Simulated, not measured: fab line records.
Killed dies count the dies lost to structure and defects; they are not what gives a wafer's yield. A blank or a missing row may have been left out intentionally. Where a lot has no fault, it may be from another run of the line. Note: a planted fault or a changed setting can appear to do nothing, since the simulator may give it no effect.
Split-lot trial || flow n5Finfet || 39 wafers read from 7 lots, route of 1938 steps

== ON THE SPLIT ==
At N5_PASSIVATION_PECVD_35 (deposits SiNx from SiH4/NH3/N2, target thk 700 nm, time 151.3 s), the setting timeS was moved away from the recipe's 151.3 s on 12 of the 39 wafers read, by -59.4% to +57.6%. This setting was run at the recipe's value on the other wafers.

The reading is taken at the split's own step.

== THE READING ==
SiNx_of_PASSIVATION_PECVD_35.thkNm (the simulator's own value, which no gauge read), in nm, at N5_PASSIVATION_PECVD_35 (deposits SiNx from SiH4/NH3/N2, target thk 700 nm, time 151.3 s). There is no usual value for it anywhere in the file. Here, 27 wafers ran the recipe; their average is 698.5 nm with a standard deviation of 9.1 nm.

{"wafer": "L076.1", "tool, chamber at the split": "pecvd-02, 0", "timeS as run, s": 151.3, "against the recipe": "recipe", "SiNx_of_PASSIVATION_PECVD_35.thkNm, nm": 692.2, "against lot-mates on the recipe": "-"}
{"wafer": "L076.2", "tool, chamber at the split": "pecvd-02, 2", "timeS as run, s": 151.3, "against the recipe": "recipe", "SiNx_of_PASSIVATION_PECVD_35.thkNm, nm": 712, "against lot-mates on the recipe": "-"}
{"wafer": "L076.5", "tool, chamber at the split": "pecvd-02, 0", "timeS as run, s": 151.3, "against the recipe": "recipe", "SiNx_of_PASSIVATION_PECVD_35.thkNm, nm": 700.4, "against lot-mates on the recipe": "-"}
{"wafer": "L075.1", "tool, chamber at the split": "pecvd-01, 1", "timeS as run, s": 151.3, "against the recipe": "recipe", "SiNx_of_PASSIVATION_PECVD_35.thkNm, nm": 684.2, "against lot-mates on the recipe": "-"}
{"wafer": "L075.2", "tool, chamber at the split": "pecvd-01, 2", "timeS as run, s": 61.42, "against the recipe": "-59.4%", "SiNx_of_PASSIVATION_PECVD_35.thkNm, nm": 292.4, "against lot-mates on the recipe": -406.7}
{"wafer": "L075.3", "tool, chamber at the split": "pecvd-01, 0", "timeS as run, s": 151.3, "against the recipe": "recipe", "SiNx_of_PASSIVATION_PECVD_35.thkNm, nm": 705.2, "against lot-mates on the recipe": "-"}
{"wafer": "L075.4", "tool, chamber at the split": "pecvd-01, 0", "timeS as run, s": 151.3, "against the recipe": "recipe", "SiNx_of_PASSIVATION_PECVD_35.thkNm, nm": 707.8, "against lot-mates on the recipe": "-"}
{"wafer": "L075.5", "tool, chamber at the split": "pecvd-01, 2", "timeS as run, s": 61.42, "against the recipe": "-59.4%", "SiNx_of_PASSIVATION_PECVD_35.thkNm, nm": 286.4, "against lot-mates on the recipe": -412.7}
{"wafer": "L075.6", "tool, chamber at the split": "pecvd-01, 1", "timeS as run, s": 61.42, "against the recipe": "-59.4%", "SiNx_of_PASSIVATION_PECVD_35.thkNm, nm": 273.8, "against lot-mates on the recipe": -425.3}
{"wafer": "L079.1", "tool, chamber at the split": "pecvd-02, 1", "timeS as run, s": 196.3, "against the recipe": "+29.7%", "SiNx_of_PASSIVATION_PECVD_35.thkNm, nm": 895.4, "against lot-mates on the recipe": "+190.5"}
{"wafer": "L079.2", "tool, chamber at the split": "pecvd-02, 0", "timeS as run, s": 196.3, "against the recipe": "+29.7%", "SiNx_of_PASSIVATION_PECVD_35.thkNm, nm": 904.4, "against lot-mates on the recipe": "+199.5"}
{"wafer": "L079.3", "tool, chamber at the split": "pecvd-02, 2", "timeS as run, s": 151.3, "against the recipe": "recipe", "SiNx_of_PASSIVATION_PECVD_35.thkNm, nm": 703, "against lot-mates on the recipe": "-"}
{"wafer": "L079.4", "tool, chamber at the split": "pecvd-02, 1", "timeS as run, s": 151.3, "against the recipe": "recipe", "SiNx_of_PASSIVATION_PECVD_35.thkNm, nm": 704.4, "against lot-mates on the recipe": "-"}
{"wafer": "L079.5", "tool, chamber at the split": "pecvd-02, 2", "timeS as run, s": 151.3, "against the recipe": "recipe", "SiNx_of_PASSIVATION_PECVD_35.thkNm, nm": 707.4, "against lot-mates on the recipe": "-"}
{"wafer": "L079.6", "tool, chamber at the split": "pecvd-02, 0", "timeS as run, s": 196.3, "against the recipe": "+29.7%", "SiNx_of_PASSIVATION_PECVD_35.thkNm, nm": 909.6, "against lot-mates on the recipe": "+204.7"}
{"wafer": "L077.1", "tool, chamber at the split": "pecvd-02, 1", "timeS as run, s": 151.3, "against the recipe": "recipe", "SiNx_of_PASSIVATION_PECVD_35.thkNm, nm": 692.8, "against lot-mates on the recipe": "-"}
{"wafer": "L077.2", "tool, chamber at the split": "pecvd-02, 2", "timeS as run, s": 151.3, "against the recipe": "recipe", "SiNx_of_PASSIVATION_PECVD_35.thkNm, nm": 702.4, "against lot-mates on the recipe": "-"}
{"wafer": "L077.3", "tool, chamber at the split": "pecvd-02, 0", "timeS as run, s": 151.3, "against the recipe": "recipe", "SiNx_of_PASSIVATION_PECVD_35.thkNm, nm": 690.8, "against lot-mates on the recipe": "-"}
{"wafer": "L077.4", "tool, chamber at the split": "pecvd-02, 1", "timeS as run, s": 151.3, "against the recipe": "recipe", "SiNx_of_PASSIVATION_PECVD_35.thkNm, nm": 699.4, "against lot-mates on the recipe": "-"}
{"wafer": "L077.5", "tool, chamber at the split": "pecvd-02, 0", "timeS as run, s": 151.3, "against the recipe": "recipe", "SiNx_of_PASSIVATION_PECVD_35.thkNm, nm": 691.6, "against lot-mates on the recipe": "-"}
{"wafer": "L077.6", "tool, chamber at the split": "pecvd-02, 2", "timeS as run, s": 151.3, "against the recipe": "recipe", "SiNx_of_PASSIVATION_PECVD_35.thkNm, nm": 715.6, "against lot-mates on the recipe": "-"}
{"wafer": "L081.1", "tool, chamber at the split": "pecvd-04, 1", "timeS as run, s": 151.3, "against the recipe": "recipe", "SiNx_of_PASSIVATION_PECVD_35.thkNm, nm": 679.8, "against lot-mates on the recipe": "-"}
{"wafer": "L081.2", "tool, chamber at the split": "pecvd-04, 2", "timeS as run, s": 151.3, "against the recipe": "recipe", "SiNx_of_PASSIVATION_PECVD_35.thkNm, nm": 692.8, "against lot-mates on the recipe": "-"}
{"wafer": "L081.3", "tool, chamber at the split": "pecvd-04, 0", "timeS as run, s": 151.3, "against the recipe": "recipe", "SiNx_of_PASSIVATION_PECVD_35.thkNm, nm": 686, "against lot-mates on the recipe": "-"}
{"wafer": "L081.4", "tool, chamber at the split": "pecvd-04, 2", "timeS as run, s": 151.3, "against the recipe": "recipe", "SiNx_of_PASSIVATION_PECVD_35.thkNm, nm": 705.2, "against lot-mates on the recipe": "-"}
{"wafer": "L081.5", "tool, chamber at the split": "pecvd-04, 1", "timeS as run, s": 151.3, "against the recipe": "recipe", "SiNx_of_PASSIVATION_PECVD_35.thkNm, nm": 700.2, "against lot-mates on the recipe": "-"}
{"wafer": "L081.6", "tool, chamber at the split": "pecvd-04, 0", "timeS as run, s": 151.3, "against the recipe": "recipe", "SiNx_of_PASSIVATION_PECVD_35.thkNm, nm": 698.8, "against lot-mates on the recipe": "-"}
{"wafer": "L093.1", "tool, chamber at the split": "pecvd-02, 2", "timeS as run, s": 151.3, "against the recipe": "recipe", "SiNx_of_PASSIVATION_PECVD_35.thkNm, nm": 691.8, "against lot-mates on the recipe": "-"}
{"wafer": "L093.2", "tool, chamber at the split": "pecvd-02, 0", "timeS as run, s": 238.4, "against the recipe": "+57.6%", "SiNx_of_PASSIVATION_PECVD_35.thkNm, nm": 1094, "against lot-mates on the recipe": "+395.3"}
{"wafer": "L093.3", "tool, chamber at the split": "pecvd-02, 0", "timeS as run, s": 151.3, "against the recipe": "recipe", "SiNx_of_PASSIVATION_PECVD_35.thkNm, nm": 698.2, "against lot-mates on the recipe": "-"}
{"wafer": "L093.4", "tool, chamber at the split": "pecvd-02, 2", "timeS as run, s": 238.4, "against the recipe": "+57.6%", "SiNx_of_PASSIVATION_PECVD_35.thkNm, nm": 1108, "against lot-mates on the recipe": "+409.3"}
{"wafer": "L093.5", "tool, chamber at the split": "pecvd-02, 0", "timeS as run, s": 151.3, "against the recipe": "recipe", "SiNx_of_PASSIVATION_PECVD_35.thkNm, nm": 706.2, "against lot-mates on the recipe": "-"}
{"wafer": "L093.6", "tool, chamber at the split": "pecvd-02, 2", "timeS as run, s": 238.4, "against the recipe": "+57.6%", "SiNx_of_PASSIVATION_PECVD_35.thkNm, nm": 1110, "against lot-mates on the recipe": "+411.3"}
{"wafer": "L096.1", "tool, chamber at the split": "pecvd-01, 2", "timeS as run, s": 192.8, "against the recipe": "+27.4%", "SiNx_of_PASSIVATION_PECVD_35.thkNm, nm": 880.2, "against lot-mates on the recipe": "+182.8"}
{"wafer": "L096.2", "tool, chamber at the split": "pecvd-01, 1", "timeS as run, s": 151.3, "against the recipe": "recipe", "SiNx_of_PASSIVATION_PECVD_35.thkNm, nm": 681.6, "against lot-mates on the recipe": "-"}
{"wafer": "L096.3", "tool, chamber at the split": "pecvd-01, 0", "timeS as run, s": 151.3, "against the recipe": "recipe", "SiNx_of_PASSIVATION_PECVD_35.thkNm, nm": 701, "against lot-mates on the recipe": "-"}
{"wafer": "L096.4", "tool, chamber at the split": "pecvd-01, 2", "timeS as run, s": 192.8, "against the recipe": "+27.4%", "SiNx_of_PASSIVATION_PECVD_35.thkNm, nm": 887.8, "against lot-mates on the recipe": "+190.4"}
{"wafer": "L096.5", "tool, chamber at the split": "pecvd-01, 0", "timeS as run, s": 151.3, "against the recipe": "recipe", "SiNx_of_PASSIVATION_PECVD_35.thkNm, nm": 709.6, "against lot-mates on the recipe": "-"}
{"wafer": "L096.6", "tool, chamber at the split": "pecvd-01, 1", "timeS as run, s": 192.8, "against the recipe": "+27.4%", "SiNx_of_PASSIVATION_PECVD_35.thkNm, nm": 888.6, "against lot-mates on the recipe": "+191.2"}

THE FIT
A straight line over all 39 wafers: SiNx_of_PASSIVATION_PECVD_35.thkNm changes by +6.98 nm for each +1% of timeS; r = +1.00; the points scatter about the line by 8.8 nm.
The same after taking each lot's own level away (the mean of its wafers on the recipe; 39 wafers): +6.97 nm for each +1%; r = +1.00; scatter 8.6 nm.
Per that fit: largest timeS move, reading shift of 4.1e+02 nm.
The span of the lots' own levels, 693.80 to 704.93 nm, comes to 1.2 times the standard deviation stated above.
The two slopes agree, so the slope changes little with the lot-to-lot level.
Check: for one of the wafers moved furthest among these (-59.4%), held out of the fit, the line's prediction against its lot-mates is -416 nm. It came out at -407 nm against them.

== ADDITIONAL SPLITS CARRIED BY THESE WAFERS ==
Note: prior to the reading, these wafers also went through further splits. Each is held against what the fit with the lots' levels taken away leaves over:
{"other split on the same wafers": "N5_BEOL_M13_TRENCH_ETCH_34 targetDepthA", "wafers away from the commonest value": 15, "r with SiNx_of_PASSIVATION_PECVD_35.thkNm (lot level and that fit taken away)": -0.21}
{"other split on the same wafers": "N5_MIM_BOT_ETCH_ETCH_04 timeS", "wafers away from the commonest value": 15, "r with SiNx_of_PASSIVATION_PECVD_35.thkNm (lot level and that fit taken away)": "+0.06"}

== THE FILE'S OWN FIT ==
SiNx_of_PASSIVATION_PECVD_35.thkNm changes by +6.96 nm for each +1% of timeS, r = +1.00.
